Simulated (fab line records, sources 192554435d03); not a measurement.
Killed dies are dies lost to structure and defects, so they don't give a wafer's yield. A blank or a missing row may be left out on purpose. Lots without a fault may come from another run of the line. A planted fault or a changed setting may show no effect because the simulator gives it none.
One fault seen from 2 desks | flow n5_finfet | each desk has only its own numbers; what lay behind them comes last

THE METROLOGY DESK
What the gauges read, lot by lot, whatever tool the lot ran on: means of the sampled wafers that have a number. A lot is out of limits, marked OUT, if its mean lies more than 4 standard deviations from the usual mean; the brackets give that distance. Of its 10 readings 7 are shown: those that lie furthest out on some lot.
Columns: A = DIBL_N at N5_BEOL_M4_RC_MEAS_101, usual 36.4 mV/V; B = DIBL_P at N5_BEOL_M4_RC_MEAS_101, usual 36.3 mV/V; C = IOFF_N at N5_BEOL_M4_RC_MEAS_101, usual 0.162 nA/um; D = IOFF_P at N5_BEOL_M4_RC_MEAS_101, usual 0.211 nA/um; E = ION_N at N5_BEOL_M4_RC_MEAS_101, usual 676 uA/um; F = SS_N at N5_BEOL_M4_RC_MEAS_101, usual 71.5 mV/dec; G = SS_P at N5_BEOL_M4_RC_MEAS_101, usual 73.3 mV/dec
lot  | first seen here | A    | B    | C     | D     | E   | F    | G
L152 | day 8 03:00     | 37.9 | 36.6 | 0.182 | 0.229 | 675 | 72.2 | 73.7
L154 | day 8 05:42     | 36.9 | 36.1 | 0.170 | 0.216 | 683 | 71.4 | 73.1
L155 | day 8 12:34     | 35.8 | 36.0 | 0.149 | 0.218 | 668 | 71.9 | 73.6
L156 | day 8 16:02     | 37.4 | 38.5 | 0.176 | 0.214 | 686 | 71.8 | 73.7
L161 | day 10 10:47    | 35.7 | 36.5 | 0.166 | 0.218 | 665 | 71.7 | 72.8
L170 | day 12 05:59    | 38.9 | 37.4 | 0.195 | 0.230 | 675 | 72.5 | 73.9
L171 | day 13 04:40    | 36.1 | 36.3 | 0.166 | 0.198 | 682 | 71.8 | 73.9
L172 | day 13 07:33    | 36.3 | 34.4 | 0.159 | 0.220 | 665 | 71.5 | 72.8
L174 | day 13 08:16    | 38.7 | 38.9 | 0.202 | 0.247 | 694 | 71.9 | 74.3
L175 | day 13 09:50    | 35.6 | 34.7 | 0.145 | 0.198 | 679 | 71.2 | 73.2
This desk's finding: nothing out of limits on any of the 10 lots.

THE TOOL OWNER'S DESK: cvd_co-02
The tool's own readings at N5_BEOL_M1_CVD_47 (deposits Co from CCTBA/H2, target thk 3 nm, time 223.8 s): means of the sampled wafers that have a number, for each lot that ran on this tool. A lot is out of limits, marked OUT, if its mean lies more than 4 standard deviations from the usual mean; the brackets give that distance.
Columns: A = run_length_s at N5_BEOL_M1_CVD_47, usual 246.9 s
lot  | first seen here | A
L152 | day 6 12:05     | 247.2
L154 | day 6 12:13     | 247.2
L155 | day 7 01:28     | 247.1
L156 | day 7 08:10     | 246.8
L161 | day 8 12:50     | 247.7
L172 | day 11 20:56    | 247.1
L174 | day 11 22:04    | 246.8
This desk's finding: nothing out of limits on any of the 7 lots.

PUT TOGETHER
The metrology desk saw nothing out of limits.
The tool owner's desk saw nothing out of limits.

WHAT THE SIMULATOR HAD PUT IN
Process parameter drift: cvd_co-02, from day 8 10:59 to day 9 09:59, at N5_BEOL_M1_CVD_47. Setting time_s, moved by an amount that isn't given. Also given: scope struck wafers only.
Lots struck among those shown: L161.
